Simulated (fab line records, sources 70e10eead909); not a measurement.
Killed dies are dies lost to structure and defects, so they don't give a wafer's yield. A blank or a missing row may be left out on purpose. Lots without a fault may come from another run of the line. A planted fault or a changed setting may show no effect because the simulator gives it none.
fab line records | flow nand_harc
record lots=11 wafers=33 last_day=24
route steps=1159 shown A_M1@1046 A_BONDPAD@1069 END@1159
lots that met no fault: from a run of the same line without faults
start_h: hours from the record's first day to the start of the lot's first wafer shown | wait_h: hours since the lot's step before | " the same as in the row above | L1.1+2: a row that stands for several wafers | - no value, or no start given | * or withheld: withheld | < > ~ a bound
route shown NAME@n: a module of which the file shows steps, and the number in the route of the first | usual: mean/standard deviation of fault-free wafers | same: alike in all rows | chamber/n: place in a boat | sites: the reading at each site | _std_site: their standard deviation | _edge_site: outer sites' mean less inner sites' | radius_mm: how far each site lies from the wafer's centre | mask NAME#n: copy n | behind: the tool/chamber that last shaped the wafer | hold: why the lot was held/for how many hours/how that ended | device: the transistor (n, p or np) that didn't switch | end of line: the same wafers' tests at the end of the route | a step without rows: its recipe alone | killed: dies lost to structure and defects at the first sort, not the wafer's yield | map: a wafer's dies, x killed, . not, _ none there
set.NAME: the setting as run; set.NAME@STEP: as run at that earlier step | model.NAME: the simulator's own value behind a step, which no gauge read
steps of the route over a sample of lots; a table a step, a row a wafer
services: from which hour (start_h, from the record's first day; less than 0 if before it) a tool's chamber was out of use, for how many hours, and why
## steps
# step NHARC_A_M1_DEGAS_29
# recipe temp_c=250 time_s=60
# usual heater_power_w=328/43
# columns lot.wafer tool chamber start_h wait_h heater_power_w
L287.3 pvd_sputter-03 - 400.45 - 329
L287.4 " - " " 294
L287.5 " - " " 338
L290.1 pvd_sputter-02 - 414.36 - 273
L290.2 " - " " 405
L290.6 " - " " 343
L288.4 pvd_sputter-03 - 414.48 - 367
L288.1 " - " " 329
L288.5 " - " " 325
L289.2 pvd_sputter-02 - 415.19 - 268
L289.4 " - " " 402
L289.6 " - " " 315
L292.2 pvd_sputter-01 - 419.77 - 362
L292.1 " - " " 380
L292.5 " - " " 333
L296.2 pvd_sputter-02 - 449.07 - 274
L296.3 " - " " 318
L296.5 " - " " 277
L301.2 pvd_sputter-01 - 470.96 - 327
L301.4 " - " " 235
L301.5 " - " " 342
L302.3 pvd_sputter-01 - 494.15 - 242
L302.1 " - " " 335
L302.4 " - " " 354
L305.4 pvd_sputter-02 - 501.95 - 343
L305.3 " - " " 276
L305.6 " - " " 313
L304.3 pvd_sputter-01 - 510.00 - 352
L304.2 " - " " 371
L304.4 " - " " 239
L310.4 pvd_sputter-02 - 537.37 - 276
L310.1 " - " " 313
L310.6 " - " " 281
# step NHARC_A_M1_PRE_CLEAN_32
# recipe time_s=12 temp_c=370 rf_power_w=300 gas=NH3
# usual heater_power_outer_w=347/42 heater_power_w=583/61 rf_fwd_power_W=292.7/0.88
# columns lot.wafer tool chamber start_h wait_h heater_power_outer_w heater_power_w rf_fwd_power_W since_wet_clean_h
L287.3 pecvd-02 0 402.17 0.1 367 599 293.0 55
L287.5 " 0 " " 374 604 293.2 -
L287.4 " 2 " " 292 520 290.9 -
L290.1 pecvd-01 2 415.97 0.1 343 584 292.8 166
L290.2 " 1 " " 358 623 292.3 166
L290.6 " 2 " " 351 577 292.0 -
L288.1 pecvd-01 1 416.31 0.1 334 593 291.0 166
L288.4 " 1 " " 333 582 293.0 -
L288.5 " 0 " " 412 656 292.5 -
L289.2 pecvd-01 2 416.92 0.1 329 555 291.9 167
L289.4 " 2 " " 333 562 292.4 -
L289.6 " 0 " " 377 629 292.8 -
L292.2 pecvd-02 1 421.44 0.1 355 608 294.6 74
L292.1 " 2 " " 269 474 292.5 74
L292.5 " 2 " " 266 473 291.8 -
L296.2 pecvd-02 2 450.76 0.1 289 496 292.4 104
L296.3 " 0 " " 367 585 293.0 104
L296.5 " 0 " " 375 590 292.2 -
L301.2 pecvd-02 2 472.64 0.1 309 538 293.2 125
L301.5 " 0 " " 358 589 291.9 -
L301.4 " 1 " " 364 606 293.7 -
L302.1 pecvd-03 0 495.92 0.2 327 549 292.8 10
L302.3 " 1 " " 344 619 292.2 10
L302.4 " 0 " " 318 550 291.6 -
L305.3 pecvd-02 0 503.56 0.1 349 561 292.6 156
L305.6 " 2 " " 309 537 293.5 -
L305.4 " 1 " " 315 514 293.1 -
L304.2 pecvd-03 2 511.63 0.1 292 507 292.8 25
L304.3 " 0 " " 348 579 293.4 25
L304.4 " 1 " " 338 609 291.9 -
L310.1 pecvd-01 1 539.14 0.1 389 665 292.8 108
L310.4 " 1 " " 381 671 292.0 -
L310.6 " 0 " " 393 663 292.3 -
# step NHARC_A_BONDPAD_EXPOSE_06
# recipe na=0.55 dose_mj=36.99 mask_id=A_BPAD
# columns lot.wafer tool chamber start_h wait_h mask
L287.3+4+5 krf_scanner-04 0 403.88 - A_BPAD#0
L290.1+2+6 krf_scanner-02 0 417.72 - A_BPAD#0
L288.1+4+5 krf_scanner-04 0 418.02 - A_BPAD#0
L289.2+4+6 krf_scanner-02 0 418.67 - A_BPAD#0
L292.1+2+5 krf_scanner-02 0 423.10 - A_BPAD#0
L296.2+3+5 krf_scanner-01 0 452.48 - A_BPAD#0
L301.2+4+5 krf_scanner-04 0 474.35 - A_BPAD#0
L302.1+3+4 krf_scanner-04 0 497.67 - A_BPAD#0
L305.3+4+6 krf_scanner-02 0 505.27 - A_BPAD#0
L304.2+3+4 krf_scanner-02 0 513.23 - A_BPAD#0
L310.1+4+6 krf_scanner-02 0 540.71 - A_BPAD#0
# step NHARC_A_BONDPAD_OVL_MEAS_35
# usual overlay_x_nm=2/4.8 overlay_y_nm=-1/4.9
# columns lot.wafer tool chamber start_h wait_h overlay_x_nm overlay_y_nm
L287.3 overlay-01 - 404.11 - 10 5
L287.4 " - " " 10 4
L287.5 " - " " 10 5
L290.1 overlay-02 - 417.96 - 2 3
L290.2 " - " " 2 3
L290.6 " - " " 2 3
L288.1 overlay-01 - 418.26 - 3 7
L288.4 " - " " 3 8
L288.5 " - " " 3 7
L289.2 overlay-02 - 418.91 - 5 3
L289.4 " - " " 5 3
L289.6 " - " " 6 3
L292.1 overlay-02 - 423.34 - -3 -6
L292.2 " - " " -3 -6
L292.5 " - " " -3 -6
L296.2 overlay-02 - 452.72 - 0 4
L296.3 " - " " -1 3
L296.5 " - " " 0 4
L301.2 overlay-02 - 474.58 - 65 -3
L301.4 " - " " 64 -3
L301.5 " - " " 65 -3
L302.1 overlay-01 - 497.91 - 55 -8
L302.3 " - " " 56 -8
L302.4 " - " " 56 -9
L305.3 overlay-01 - 505.50 - 14 -2
L305.4 " - " " 14 -1
L305.6 " - " " 14 -1
L304.2 overlay-01 - 513.46 - 6 -6
L304.3 " - " " 6 -6
L304.4 " - " " 6 -6
L310.1 overlay-01 - 540.95 - 2 -7
L310.4 " - " " 1 -7
L310.6 " - " " 2 -6
# step NHARC_A_BONDPAD_DESCUM_11
# recipe time_s=3 o2_flow_sccm=200 ar_flow_sccm=0 bias_power_w=0 chemistry=O2
# usual drypump_motor_current_A=5.39/0.26 oes_product_au=1.000/0.014 rf_vpp_V=57.6/0.93 showerhead_plenum_p_Torr=1.86/0.065 throttle_valve_pct=11.310/0.0082
# columns lot.wafer tool chamber start_h wait_h drypump_motor_current_A oes_product_au rf_hours_counter_h rf_vpp_V showerhead_plenum_p_Torr throttle_valve_pct
L287.4 rie_diel-09 2 404.24 - 5.57 1.003 5 58.5 1.93 11.307
L287.3 " 3 " " 5.05 0.999 5 56.5 1.81 11.297
L287.5 " 1 " " 5.31 0.991 - 58.2 1.80 11.322
L290.2 rie_diel-09 1 418.09 - 5.28 0.989 6 58.4 1.80 11.306
L290.1 " 3 " " 5.08 1.006 5 59.1 1.81 11.310
L290.6 " 1 " " 5.31 0.986 - 56.8 1.80 11.320
L288.1 rie_diel-02 2 418.38 - 5.20 1.020 28 59.1 2.07 11.319
L288.4 " 3 " " 5.41 1.007 22 57.9 1.90 11.306
L288.5 " 2 " " 5.22 1.010 - 59.6 2.07 11.310
L289.2 rie_diel-09 3 419.04 - 5.06 0.988 5 57.9 1.81 11.308
L289.4 " 0 " " 5.56 1.013 5 57.1 1.85 11.297
L289.6 " 3 " " 5.06 0.989 - 56.1 1.81 11.291
L292.1 rie_diel-09 2 423.47 - 5.59 1.017 6 56.4 1.93 11.311
L292.2 " 0 " " 5.56 1.008 6 57.6 1.85 11.324
L292.5 " 1 " " 5.29 0.983 - 58.3 1.80 11.312
L296.3 rie_diel-09 2 452.86 - 5.56 1.007 0 58.1 1.93 11.300
L296.2 " 3 " " 5.03 0.991 0 57.5 1.81 11.314
L296.5 " 0 " " 5.53 1.010 - 57.8 1.85 11.316
L301.2 rie_diel-09 2 474.72 - 5.56 1.013 1 57.8 1.93 11.310
L301.4 " 3 " " 5.07 0.995 1 58.0 1.80 11.321
L301.5 " 0 " " 5.56 1.016 - 57.8 1.85 11.306
L302.1 rie_diel-09 2 498.05 - 5.58 0.993 2 59.1 1.93 11.307
L302.4 " 3 " " 5.05 0.984 2 57.0 1.80 11.304
L302.3 " 0 " " 5.56 1.005 2 56.9 1.85 11.307
L305.3 rie_diel-09 0 505.62 - 5.54 1.019 3 56.3 1.85 11.304
L305.4 " 1 " " 5.30 0.982 3 58.0 1.80 11.312
L305.6 " 1 " " 5.29 0.981 - 56.8 1.80 11.315
L304.3 rie_diel-12 0 513.59 - 5.48 0.973 23 59.3 1.89 11.294
L304.2 " 1 " " 4.69 0.983 26 58.4 2.00 11.314
L304.4 " 2 " " 5.14 1.002 25 57.8 1.86 11.315
L310.4 rie_diel-09 1 541.09 - 5.27 0.986 4 59.5 1.80 11.321
L310.1 " 3 " " 5.03 0.986 4 58.1 1.80 11.307
L310.6 " 0 " " 5.57 1.019 - 58.2 1.85 11.301
# step NHARC_END_SORT_01
# recipe temp_c=25
# usual defect_limited_yield=95.4/1.8 killed_at_array=27/11 killed_at_other=0.7/1.1 killed_at_periphery=3.4/2.1 killed_dies=31/12 killed_open=3.6/2 killed_short=2.0/1.3 sort_bin_2_pct=1.5/0.71 sort_bin_3_pct=0.25/0.22 sort_bin_4_pct=2.9/1.2 sort_n_pass=646/12 sort_rim_yield_pct=95.0/2.5 sort_yield_pct=95.4/1.8
# same gross_dies=677 sort_bin_5_pct[%]=0 sort_bin_6_pct[%]=0 sort_bin_7_pct[%]=0 sort_bin_8_pct[%]=0 sort_rim_n_gross=106.00
# columns lot.wafer tool chamber start_h wait_h defect_limited_yield[%] killed_at_array killed_at_other killed_at_periphery killed_dies killed_open killed_short sort_bin_2_pct[%] sort_bin_3_pct[%] sort_bin_4_pct[%] sort_n_pass sort_rim_yield_pct[%] sort_yield_pct[%]
L302.4 prober-01 0 535.02 3.4 95.6 23 2 5 30 0 3 1.2 0 3.2 647 91.5 95.6
L304.2 prober-01 0 555.06 2.8 91.1 50 3 7 60 3 2 3.0 0.74 5.2 617 88.7 91.1
L304.3 prober-01 0 555.86 3.1 91.6 48 1 8 57 7 1 3.0 0.30 5.2 620 91.5 91.6
L304.4 prober-01 0 556.67 3.4 92.5 46 0 5 51 3 0 2.1 0.15 5.3 626 93.4 92.5
# killed by level:class
L302.4 A_SLIT:chamber_film_flake=15 A_CHANNEL_HOLE_D1:chamber_film_flake=5 P_STI:chamber_film_flake=3 THIN_TSV:chamber_film_flake=2 P_GATE:geometric_particle:short=1 A_SOURCE_PLATE:geometric_particle:short=1 A_SGD_CUT:geometric_particle:short=1 P_M0:chamber_film_flake=1
L304.2 A_CHANNEL_HOLE_D1:chamber_film_flake=24 A_SLIT:chamber_film_flake=8 A_CONTACT:chamber_film_flake=8 A_STAIRCASE:chamber_film_flake=7 P_ZERO_WELL:chamber_film_flake=4 THIN_TSV:chamber_film_flake=3 A_WL_FILL:geometric_particle:open=2 P_M0:geometric_particle:short=1
L304.3 A_CHANNEL_HOLE_D1:chamber_film_flake=19 A_SLIT:chamber_film_flake=13 A_STAIRCASE:chamber_film_flake=5 P_ZERO_WELL:chamber_film_flake=4 A_CONTACT:chamber_film_flake=4 A_BLC:geometric_particle:open=3 P_STI:chamber_film_flake=2 P_GATE:geometric_particle:open=1
L304.4 A_CHANNEL_HOLE_D1:chamber_film_flake=26 A_STAIRCASE:chamber_film_flake=7 A_SLIT:chamber_film_flake=6 P_ZERO_WELL:chamber_film_flake=4 A_CONTACT:chamber_film_flake=4 P_M2:geometric_particle:open=1 A_CHANNEL_FILL_D1:geometric_particle:open=1 A_CONTACT:geometric_particle:open=1
## services
# columns tool chamber start_h hours kind
pecvd-02 - 380.66 0.7 repair
krf_scanner-02 - 382.29 4.0 pm
pvd_sputter-02 - 395.91 10.0 pm
pecvd-01 0 405.87 5.1 repair
pecvd-03 1 411.13 9.1 repair
pecvd-01 - 418.22 13.0 pm
pecvd-02 - 430.98 1.4 repair
rie_diel-09 - 431.10 9.0 pm
pvd_sputter-03 - 435.41 0.5 repair
pecvd-01 2 440.47 18.8 repair
krf_scanner-02 - 441.43 0.6 repair
rie_diel-09 0 442.60 2.9 repair
pecvd-03 - 443.71 2.3 repair
pecvd-03 - 446.07 0.3 repair
pvd_sputter-03 - 458.04 10.0 pm
krf_scanner-04 - 459.68 0.4 repair
pvd_sputter-01 - 464.33 4.0 repair
krf_scanner-04 - 470.00 4.0 pm
pecvd-03 - 473.33 13.0 pm
pvd_sputter-03 - 495.71 0.8 repair
pecvd-01 - 501.67 0.3 repair
pecvd-02 - 515.19 13.0 pm
pvd_sputter-01 - 519.53 10.0 pm
pecvd-01 2 524.89 2.4 repair
## key
first_sign step=NHARC_A_BONDPAD_OVL_MEAS_35 reading=overlay_x_nm direction=up sigmas=12 usual=2 struck=60
effect none on later readings
met_at NHARC_A_BONDPAD_EXPOSE_06
struck_lots L301,L302
not_acting_at NHARC_A_M1_DEGAS_29,NHARC_A_M1_PRE_CLEAN_32,NHARC_A_BONDPAD_DESCUM_11
onset_between 418.02 474.35
fault kind=scanner_matching_overlay tool=krf_scanner-04 chamber=- onset_h=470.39 steps=NHARC_A_BONDPAD_EXPOSE_06 offset=57.934
